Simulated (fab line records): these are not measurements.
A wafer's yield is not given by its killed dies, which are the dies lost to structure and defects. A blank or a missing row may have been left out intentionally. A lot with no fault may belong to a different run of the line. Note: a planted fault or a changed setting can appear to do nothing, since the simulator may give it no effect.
fab line records -- flow nand-harc
[record] lots = 14, wafers = 42, last-day = 25
route steps=1159 shown P_M0@274 END@1159
lots that met no fault: from a run of the same line without faults
start-h: start of the lot's first displayed wafer, in hours after the record's first day -- wait-h: how many hours have passed since the lot's step before this one -- " the same as in the row above -- L1.1+2: a single row standing in for several wafers -- - no value present, or no start provided -- * or withheld: withheld -- < > ~ a bound
route shown NAME@n: NAME is a module with steps in the file, n the number in the route of the first one -- usual: average and standard deviation across the fault-free wafers -- same: alike in all rows -- chamber/n: place in a boat -- sites: the reading at each site -- _std_site: the values' standard deviation -- _edge_site: the outer-site mean with the inner-site mean subtracted -- radius-mm: how far each site lies from the wafer's centre -- mask NAME#n: copy n -- behind: tool/chamber where the wafer was last shaped -- hold: cause of the lot's hold/its duration in hours/its outcome -- device: the transistor (n, p or np) that didn't switch -- end of line: the same wafers' tests at the end of the route -- a step given without rows: its recipe and nothing more -- killed: the dies lost at the first sort to structure and to defects; this is not the yield of the wafer -- map: per-die view of a wafer (x killed, . not killed, _ where there is no die)
set.NAME: setting as actually run; set.NAME@STEP: the setting as run at that earlier step -- model.NAME: the simulator's own value behind a step, which no gauge read
a sample of lots followed through the steps of the route, with each step as a table and each wafer as a row
services: a tool's chamber out of use, with start hour (start-h, from the record's first day; less than 0 if before it), hours out, and reason
[[steps]]
[step NHARC_P_M0_PVD_20]
[recipe] target-thk-a = 50, bias-v = 168.6, power-w = 15000, chamber-pressure-pa = 0.12, time-s = 8.06, substrate-temp-c = 50, material = TaN
[usual] chamber-pressure-pa = 0.12/0.00024, substrate-temp-c = 50.01/0.12, throttle-valve-pct = 30.0/0.81
lot.wafer,tool,chamber,start-h,wait-h,chamber-pressure-pa,substrate-temp-c,throttle-valve-pct
L316.3,pvd-sputter-01,-,-,-,0.11993,50.13,28.8
L316.6,pvd-sputter-01,-,-,-,0.11997,50.23,30.2
L316.5,pvd-sputter-01,-,-,-,0.11983,50.21,29.9
L318.2,pvd-sputter-02,-,-,-,0.11998,50.01,30.0
L318.6,pvd-sputter-02,-,-,-,0.11982,49.96,30.3
L318.5,pvd-sputter-02,-,-,-,0.11985,49.90,30.0
L319.2,pvd-sputter-01,-,-,-,0.12013,49.90,29.0
L319.3,pvd-sputter-01,-,-,-,0.11982,49.89,28.6
L319.5,pvd-sputter-01,-,-,-,0.12018,49.93,29.7
L320.2,pvd-sputter-03,-,-,-,0.11993,50.10,31.1
L320.3,pvd-sputter-03,-,-,-,0.11959,50.04,29.8
L320.6,pvd-sputter-03,-,-,-,0.12043,50.04,31.1
L321.4,pvd-sputter-02,-,-,-,0.11979,50.21,29.9
L321.1,pvd-sputter-02,-,-,-,0.12014,49.91,28.1
L321.6,pvd-sputter-02,-,-,-,0.12045,50.02,30.0
L322.2,pvd-sputter-03,-,-,-,0.12012,49.83,30.0
L322.4,pvd-sputter-03,-,-,-,0.12006,50.13,29.9
L322.5,pvd-sputter-03,-,-,-,0.11999,50.00,31.0
L324.2,pvd-sputter-03,-,-,-,0.11974,50.15,31.5
L324.4,pvd-sputter-03,-,-,-,0.11946,49.93,30.4
L324.3,pvd-sputter-03,-,-,-,0.11934,50.03,31.0
L325.1,pvd-sputter-02,-,-,-,0.12023,49.85,30.2
L325.2,pvd-sputter-02,-,-,-,0.12005,50.09,30.1
L325.5,pvd-sputter-02,-,-,-,0.1199,49.98,30.4
L326.1,pvd-sputter-01,-,-,-,0.11956,49.94,29.7
L326.4,pvd-sputter-01,-,-,-,0.11969,49.94,29.5
L326.2,pvd-sputter-01,-,-,-,0.12034,50.01,29.3
L334.1,pvd-sputter-01,-,-,-,0.1202,50.13,30.5
L334.3,pvd-sputter-01,-,-,-,0.12015,50.23,29.2
L334.4,pvd-sputter-01,-,-,-,0.11984,49.85,29.3
L335.1,pvd-sputter-01,-,-,-,0.11973,49.85,30.6
L335.4,pvd-sputter-01,-,-,-,0.11993,50.06,29.7
L335.5,pvd-sputter-01,-,-,-,0.11983,50.10,29.5
L336.4,pvd-sputter-03,-,-,-,0.12029,49.83,30.3
L336.2,pvd-sputter-03,-,-,-,0.11971,50.04,31.5
L336.6,pvd-sputter-03,-,-,-,0.12006,49.97,30.8
L337.2,pvd-sputter-03,-,-,-,0.12011,50.05,30.0
L337.6,pvd-sputter-03,-,-,-,0.11975,50.09,31.7
L337.5,pvd-sputter-03,-,-,-,0.11969,50.06,29.8
L338.1,pvd-sputter-01,-,-,-,0.11947,50.01,30.0
L338.6,pvd-sputter-01,-,-,-,0.11988,49.96,30.7
L338.5,pvd-sputter-01,-,-,-,0.11971,49.95,29.8
[step NHARC_P_M0_ANNEAL_30]
[recipe] temp-c = 225, time-s = 90
[usual] anneal-temp-c = 224.96/0.17, anneal-temp-c-max = 226.09/0.25, wafer_temp_C_max = 226.0/0.32
lot.wafer,tool,chamber,start-h,wait-h,anneal-temp-c,anneal-temp-c-max,wafer_temp_C_max
L316.3,rtp-anneal-02,0,109.76,0.3,224.69,225.88,225.8
L316.5,rtp-anneal-02,0,109.76,0.3,225.26,226.55,225.9
L316.6,rtp-anneal-02,0,109.76,0.3,225.02,226.08,226.4
L318.2,rtp-anneal-01,0,128.63,-,224.72,225.99,226.9
L318.5,rtp-anneal-01,0,128.63,-,224.80,225.92,226.4
L318.6,rtp-anneal-01,0,128.63,-,224.82,225.79,226.7
L319.2,rtp-anneal-01,0,129.65,-,224.94,225.98,226.4
L319.3,rtp-anneal-01,0,129.65,-,224.90,226.03,225.8
L319.5,rtp-anneal-01,0,129.65,-,225.07,226.60,226.0
L320.2,rtp-anneal-01,0,150.31,-,225.03,226.09,226.5
L320.3,rtp-anneal-01,0,150.31,-,225.06,226.36,226.1
L320.6,rtp-anneal-01,0,150.31,-,225.11,226.29,226.0
L321.1,rtp-anneal-01,0,152.14,-,225.10,226.42,226.2
L321.4,rtp-anneal-01,0,152.14,-,225.13,226.38,226.3
L321.6,rtp-anneal-01,0,152.14,-,224.90,226.13,226.3
L322.2,rtp-anneal-02,0,162.09,0.4,224.89,226.11,225.5
L322.4,rtp-anneal-02,0,162.09,0.4,225.00,225.95,225.8
L322.5,rtp-anneal-02,0,162.09,0.4,224.97,226.09,225.9
L324.2,rtp-anneal-01,-,173.33,-,-,-,-
L324.3,rtp-anneal-01,-,173.33,-,-,-,-
L324.4,rtp-anneal-01,-,173.33,-,-,-,-
L325.1,rtp-anneal-02,-,173.66,-,-,-,-
L325.2,rtp-anneal-02,-,173.66,-,-,-,-
L325.5,rtp-anneal-02,-,173.66,-,-,-,-
L326.1,rtp-anneal-02,-,178.05,0.3,-,-,-
L326.2,rtp-anneal-02,-,178.05,0.3,-,-,-
L326.4,rtp-anneal-02,-,178.05,0.3,-,-,-
L334.1,rtp-anneal-01,0,224.89,0.3,224.97,225.99,226.1
L334.3,rtp-anneal-01,0,224.89,0.3,224.97,226.16,226.1
L334.4,rtp-anneal-01,0,224.89,0.3,224.83,225.82,226.6
L335.1,rtp-anneal-02,0,225.35,0.3,225.02,226.00,226.1
L335.4,rtp-anneal-02,0,225.35,0.3,224.83,225.84,225.8
L335.5,rtp-anneal-02,0,225.35,0.3,224.97,226.04,225.6
L336.2,rtp-anneal-02,0,237.26,0.3,224.87,225.77,225.9
L336.4,rtp-anneal-02,0,237.26,0.3,224.75,225.72,226.0
L336.6,rtp-anneal-02,0,237.26,0.3,225.13,226.17,225.6
L337.2,rtp-anneal-02,0,239.39,-,225.01,225.86,225.8
L337.5,rtp-anneal-02,0,239.39,-,224.95,226.15,225.8
L337.6,rtp-anneal-02,0,239.39,-,225.21,226.60,226.0
L338.1,rtp-anneal-02,0,247.68,-,225.03,226.02,225.9
L338.5,rtp-anneal-02,0,247.68,-,225.05,226.03,225.7
L338.6,rtp-anneal-02,0,247.68,-,224.80,226.06,226.1
[step NHARC_P_M0_CMP_23]
[recipe] t-overpolish-s = 20, target-thk-nm = 117.53
[usual] motor-current-A = 12.4/1.2, time-to-endpoint-s = 28.5/2.2
lot.wafer,tool,chamber,start-h,wait-h,motor-current-A,time-to-endpoint-s
L316.3,cmp-03,3,110.04,-,12.7,28.4
L316.5,cmp-03,2,110.04,-,13.1,30.5
L316.6,cmp-03,3,110.04,-,13.0,27.2
L318.2,cmp-03,1,128.92,-,14.5,27.5
L318.5,cmp-03,1,128.92,-,15.3,28.5
L318.6,cmp-03,2,128.92,-,12.7,27.9
L319.2,cmp-03,0,129.94,-,11.2,30.3
L319.3,cmp-03,3,129.94,-,13.0,25.1
L319.5,cmp-03,0,129.94,-,11.1,29.3
L320.2,cmp-02,1,150.60,-,13.5,27.0
L320.3,cmp-02,3,150.60,-,12.7,26.3
L320.6,cmp-02,2,150.60,-,11.7,26.8
L321.1,cmp-01,0,152.49,-,14.2,26.3
L321.4,cmp-01,3,152.49,-,10.8,25.0
L321.6,cmp-01,1,152.49,-,10.1,27.5
L322.4,cmp-03,3,162.39,-,13.4,28.5
L322.2,cmp-03,0,162.39,-,11.6,26.0
L322.5,cmp-03,3,162.39,-,13.0,27.0
L324.2,cmp-01,1,173.62,-,10.0,29.8
L324.4,cmp-01,2,173.62,-,11.9,29.9
L324.3,cmp-01,3,173.62,-,10.9,31.5
L325.2,cmp-02,0,174.01,-,12.2,32.7
L325.1,cmp-02,1,174.01,-,12.7,31.6
L325.5,cmp-02,1,174.01,-,12.6,31.9
L326.2,cmp-01,2,178.40,-,12.7,27.5
L326.4,cmp-01,3,178.40,-,11.2,27.5
L326.1,cmp-01,0,178.40,-,13.2,29.6
L334.3,cmp-02,0,225.24,-,12.1,31.8
L334.1,cmp-02,2,225.24,-,11.2,29.6
L334.4,cmp-02,3,225.24,-,12.9,31.3
L335.4,cmp-03,3,225.69,-,12.9,25.5
L335.1,cmp-03,2,225.69,-,12.8,27.0
L335.5,cmp-03,3,225.69,-,13.0,25.7
L336.2,cmp-03,2,237.55,-,12.5,30.5
L336.4,cmp-03,1,237.55,-,14.5,29.7
L336.6,cmp-03,3,237.55,-,12.8,27.9
L337.2,cmp-03,1,239.72,-,15.2,25.8
L337.5,cmp-03,0,239.72,-,11.1,27.9
L337.6,cmp-03,1,239.72,-,15.0,24.8
L338.1,cmp-03,1,248.02,-,14.4,30.4
L338.5,cmp-03,1,248.02,-,14.3,28.9
L338.6,cmp-03,2,248.02,-,13.1,30.3
[step NHARC_P_M0_PRE_CLEAN_31]
[recipe] time-s = 12, temp-c = 370, rf-power-w = 300, gas = NH3
[usual] heater-power-w = 627/68
lot.wafer,tool,chamber,start-h,wait-h,heater-power-w
L316.3,pecvd-02,0,110.55,0.1,643
L316.6,pecvd-02,0,110.55,0.1,648
L316.5,pecvd-02,1,110.55,0.1,544
L318.2,pecvd-02,1,129.49,0.1,579
L318.6,pecvd-02,1,129.49,0.1,580
L318.5,pecvd-02,2,129.49,0.1,657
L319.2,pecvd-02,1,130.50,0.1,611
L319.3,pecvd-02,0,130.50,0.1,621
L319.5,pecvd-02,2,130.50,0.1,653
L320.2,pecvd-02,0,151.16,0.1,646
L320.3,pecvd-02,1,151.16,0.1,616
L320.6,pecvd-02,1,151.16,0.1,585
L321.1,pecvd-04,2,153.05,0.1,771
L321.4,pecvd-04,1,153.05,0.1,740
L321.6,pecvd-04,2,153.05,0.1,752
L322.2,pecvd-03,0,162.95,0.1,565
L322.4,pecvd-03,1,162.95,0.1,633
L322.5,pecvd-03,2,162.95,0.1,560
L324.2,pecvd-02,0,174.16,0.1,559
L324.3,pecvd-02,2,174.16,0.1,675
L324.4,pecvd-02,2,174.16,0.1,693
L325.2,pecvd-02,2,174.55,0.1,712
L325.1,pecvd-02,0,174.55,0.1,620
L325.5,pecvd-02,0,174.55,0.1,623
L326.2,pecvd-04,0,178.97,0.1,696
L326.1,pecvd-04,1,178.97,0.1,728
L326.4,pecvd-04,0,178.97,0.1,699
L334.1,pecvd-04,0,225.77,0.1,599
L334.3,pecvd-04,1,225.77,0.1,679
L334.4,pecvd-04,0,225.77,0.1,616
L335.1,pecvd-03,0,226.28,0.1,618
L335.5,pecvd-03,0,226.28,0.1,592
L335.4,pecvd-03,2,226.28,0.1,486
L336.2,pecvd-04,2,238.11,0.1,646
L336.6,pecvd-04,0,238.11,0.1,662
L336.4,pecvd-04,2,238.11,0.1,623
L337.2,pecvd-03,0,240.25,0.1,668
L337.6,pecvd-03,1,240.25,0.1,674
L337.5,pecvd-03,2,240.25,0.1,568
L338.1,pecvd-04,2,248.57,0.1,744
L338.5,pecvd-04,1,248.57,0.1,708
L338.6,pecvd-04,0,248.57,0.1,694
[step NHARC_END_SORT_01]
[recipe] temp-c = 25
[usual] defect-limited-yield = 95.2/1.4, killed-at-array = 28/8.9, killed-at-other = 0.8/1.2, killed-at-periphery = 3.3/2.3, killed-dies = 32/9.4, killed-open = 3.2/1.8, killed-short = 1.9/1.4, sort_bin_2_pct = 1.4/0.56, sort_bin_3_pct = 0.26/0.21, sort_bin_4_pct = 3.1/1, sort-n-pass = 645/9.4, sort-rim-yield-pct = 95.7/2.4, sort-yield-pct = 95.2/1.4
[same] gross-dies = 677, sort_bin_5_pct[%] = 0, sort_bin_6_pct[%] = 0, sort_bin_7_pct[%] = 0, sort_bin_8_pct[%] = 0, sort-rim-n-gross = 106.00
lot.wafer,tool,chamber,start-h,wait-h,defect-limited-yield[%],killed-at-array,killed-at-other,killed-at-periphery,killed-dies,killed-open,killed-short,sort_bin_2_pct[%],sort_bin_3_pct[%],sort_bin_4_pct[%],sort-n-pass,sort-rim-yield-pct[%],sort-yield-pct[%]
L326.1,prober-01,0,502.72,2.5,89.1,39,1,34,74,4,1,6.9,0,4.0,603,79.2,89.1
L326.2,prober-01,0,503.53,2.8,90.7,36,0,27,63,4,0,5.5,0,3.8,614,79.2,90.7
L326.4,prober-01,0,505.16,3.5,89.4,41,1,30,72,5,4,6.4,0.30,4.0,605,78.3,89.4
L335.1,prober-01,0,551.93,2.5,94.8,30,0,5,35,4,2,1.3,0,3.8,642,96.2,94.8
L335.4,prober-01,0,554.33,3.4,96.9,15,1,5,21,3,2,1.0,0,2.1,656,100.0,96.9
L335.5,prober-01,0,555.12,3.7,97.9,14,0,0,14,2,2,0.3,0.15,1.6,663,98.1,97.9
L334.1,prober-01,0,559.67,2.5,94.1,37,1,2,40,4,4,1.0,0.15,4.7,637,93.4,94.1
L334.3,prober-01,0,561.26,3.1,95.1,32,0,1,33,2,1,2.1,0.44,2.4,644,94.3,95.1
L334.4,prober-01,0,562.06,3.4,93.2,43,1,2,46,3,5,1.8,0.30,4.7,631,90.6,93.2
L337.2,prober-02,0,565.58,2.8,93.5,36,0,8,44,2,1,1.9,0.15,4.4,633,91.5,93.5
L337.5,prober-02,0,567.96,3.7,93.5,37,1,6,44,7,4,2.7,0,3.8,633,94.3,93.5
L337.6,prober-02,0,568.76,4.0,94.1,36,0,4,40,1,1,1.6,0.30,4.0,637,100.0,94.1
L338.1,prober-01,0,584.78,2.5,96.2,22,0,4,26,4,3,0.4,0.30,3.1,651,100.0,96.2
L338.5,prober-01,0,588.02,3.7,96.5,19,0,5,24,3,3,0.9,0,2.7,653,97.2,96.5
L338.6,prober-01,0,588.83,4.1,95.6,23,1,6,30,1,2,1.0,0.15,3.2,647,94.3,95.6
// killed by level:class
L326.1 P_M0:area-anneal=29 A_CHANNEL_HOLE_D1:chamber-film-flake=14 A_SLIT:chamber-film-flake=14 A_STAIRCASE:chamber-film-flake=4 A_CONTACT:chamber-film-flake=4 P_GATE:chamber-film-flake=2 P_CONTACT:geometric-particle:open=1 P_M0:geometric-particle:short=1
L326.2 P_M0:area-anneal=24 A_SLIT:chamber-film-flake=13 A_CHANNEL_HOLE_D1:chamber-film-flake=12 A_STAIRCASE:chamber-film-flake=5 A_CONTACT:chamber-film-flake=3 P_GATE:geometric-particle:open=1 A_ONON_D1:geometric-particle:open=1 A_CHANNEL_HOLE_D1:geometric-particle:open=1
L326.4 P_M0:area-anneal=25 A_CHANNEL_HOLE_D1:chamber-film-flake=16 A_SLIT:chamber-film-flake=8 A_STAIRCASE:chamber-film-flake=7 A_CONTACT:chamber-film-flake=4 P_STI:geometric-particle:short=1 P_M0:geometric-particle:short=1 A_SGD_CUT:geometric-particle:open=1
L335.1 A_CHANNEL_HOLE_D1:chamber-film-flake=10 A_CONTACT:chamber-film-flake=10 A_STAIRCASE:chamber-film-flake=5 A_WL_FILL:geometric-particle:short=2 P_GATE:chamber-film-flake=2 P_M1:chamber-film-flake=2 P_CONTACT:geometric-particle:open=1 A_ONON_D1:geometric-particle:open=1
L335.4 A_CHANNEL_HOLE_D1:chamber-film-flake=6 A_CONTACT:chamber-film-flake=4 P_STI:chamber-film-flake=2 A_STAIRCASE:chamber-film-flake=2 P_CONTACT:geometric-particle:short=1 P_M0:geometric-particle:open=1 A_SOURCE_PLATE:geometric-particle:open=1 A_CONTACT:geometric-particle:open=1
L335.5 A_CHANNEL_HOLE_D1:chamber-film-flake=4 A_STAIRCASE:chamber-film-flake=3 A_CONTACT:chamber-film-flake=3 A_SOURCE_PLATE:geometric-particle:short=1 A_CHANNEL_FILL_D1:geometric-particle:short=1 A_SGD_CUT:geometric-particle:open=1 A_CONTACT:geometric-particle:open=1
L334.1 A_CHANNEL_HOLE_D1:chamber-film-flake=8 A_SLIT:chamber-film-flake=8 A_STAIRCASE:chamber-film-flake=7 A_CONTACT:chamber-film-flake=3 A_M0:chamber-film-flake=3 A_SOURCE_PLATE:geometric-particle:short=2 A_SOURCE_PLATE:geometric-particle:open=1 A_SGD_CUT:geometric-particle:short=1
L334.3 A_SLIT:chamber-film-flake=19 A_CHANNEL_HOLE_D1:chamber-film-flake=5 A_STAIRCASE:chamber-film-flake=3 A_CONTACT:chamber-film-flake=2 P_CONTACT:geometric-particle:open=1 A_WL_FILL:geometric-particle:open=1 A_M0:geometric-particle:short=1 A_M0:chamber-film-flake=1
L334.4 A_SLIT:chamber-film-flake=17 A_CHANNEL_HOLE_D1:chamber-film-flake=11 A_STAIRCASE:chamber-film-flake=3 A_CONTACT:chamber-film-flake=3 A_SOURCE_PLATE:geometric-particle:short=2 A_M0:chamber-film-flake=2 P_CONTACT:geometric-particle:short=1 A_SOURCE_PLATE:geometric-particle:open=1
L337.2 A_CHANNEL_HOLE_D1:chamber-film-flake=20 A_STAIRCASE:chamber-film-flake=9 P_ZERO_WELL:chamber-film-flake=4 A_CONTACT:chamber-film-flake=4 A_CONTACT:geometric-particle:open=2 P_GATE:chamber-film-flake=2 P_ZERO_WELL:geometric-particle:short=1 P_STI:chamber-film-flake=1
L337.5 A_CHANNEL_HOLE_D1:chamber-film-flake=19 A_STAIRCASE:chamber-film-flake=8 P_CONTACT:geometric-particle:open=2 A_WL_FILL:geometric-particle:short=2 A_CONTACT:geometric-particle:open=2 P_ZERO_WELL:chamber-film-flake=2 P_STI:geometric-particle:open=1 A_ONON_D1:geometric-particle:short=1
L337.6 A_CHANNEL_HOLE_D1:chamber-film-flake=24 A_CONTACT:chamber-film-flake=5 A_STAIRCASE:chamber-film-flake=3 P_ZERO_WELL:chamber-film-flake=2 A_WL_FILL:chamber-film-flake=2 P_CONTACT:geometric-particle:open=1 A_WL_FILL:geometric-particle:short=1 P_M2:chamber-film-flake=1
L338.1 A_CHANNEL_HOLE_D1:chamber-film-flake=6 A_SGD_CUT:chamber-film-flake=5 A_CONTACT:chamber-film-flake=4 A_CONTACT:geometric-particle:open=2 P_STI:chamber-film-flake=2 P_CONTACT:geometric-particle:open=1 P_M0:geometric-particle:short=1 A_SGD_CUT:geometric-particle:short=1
L338.5 A_CHANNEL_HOLE_D1:chamber-film-flake=7 P_ZERO_WELL:chamber-film-flake=3 A_WL_FILL:geometric-particle:short=2 A_M0:geometric-particle:open=2 A_SGD_CUT:chamber-film-flake=2 A_CONTACT:chamber-film-flake=2 A_SGD_CUT:geometric-particle:short=1 A_CONTACT:geometric-particle:open=1
L338.6 A_CHANNEL_HOLE_D1:chamber-film-flake=12 P_STI:chamber-film-flake=3 A_CONTACT:chamber-film-flake=3 P_ZERO_WELL:chamber-film-flake=2 A_SGD_CUT:chamber-film-flake=2 A_CHANNEL_FILL_D1:geometric-particle:short=1 A_WL_FILL:geometric-particle:open=1 A_M0:geometric-particle:short=1
[[services]]
tool,chamber,start-h,hours,kind
cmp-02,-,95.00,1.8,repair
pvd-sputter-01,-,98.71,6.3,repair
pvd-sputter-03,-,102.00,10.0,pm
cmp-01,-,104.09,4.0,pm
pecvd-04,-,109.44,1.2,repair
cmp-01,-,111.92,27.3,repair
pecvd-03,-,119.46,13.0,pm
cmp-02,-,128.50,4.0,pm
pecvd-02,2,150.86,4.2,repair
pecvd-02,-,153.97,13.0,pm
pecvd-02,0,153.97,13.0,vent-cycle
pecvd-02,1,153.97,13.0,vent-cycle
cmp-03,-,156.09,4.0,pm
pvd-sputter-01,-,158.01,10.0,pm
cmp-03,-,160.09,-,consumable-replace:conditioner
cmp-03,-,160.09,-,consumable-replace:pad
cmp-03,-,164.59,1.6,repair
pecvd-04,-,195.82,13.0,pm
cmp-01,-,202.09,4.0,pm
cmp-01,-,213.67,1.9,repair
pvd-sputter-02,-,214.00,10.0,pm
cmp-02,-,226.50,4.0,pm
pvd-sputter-02,-,226.61,1.8,repair
pecvd-03,-,247.01,0.8,repair
[[key]]
[first-sign] step = NHARC_P_M0_ANNEAL_30, reading = tool-record, direction = missing
[effect] step = NHARC_END_SORT_01, reading = killed-at-periphery, direction = up, sigmas = 12, usual = 3.3, struck = 30.3
met-at NHARC_P_M0_ANNEAL_30
struck-lots L324,L325,L326
sort-left-out L324.2,L324.3,L324.4,L325.1,L325.2,L325.5
not-acting-at NHARC_P_M0_PVD_20,NHARC_P_M0_CMP_23,NHARC_P_M0_PRE_CLEAN_31
onset-between 162.09 173.33
[fault] kind = skipped-step-whole, tool = rtp-anneal-01,rtp-anneal-02, chamber = -, onset-h = 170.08, steps = NHARC_P_M0_ANNEAL_30, scope = struck-lots-only
// sort-left-out: the simulated sort isn't trusted on such a fault, so these wafers' sort isn't shown, and their yield isn't known
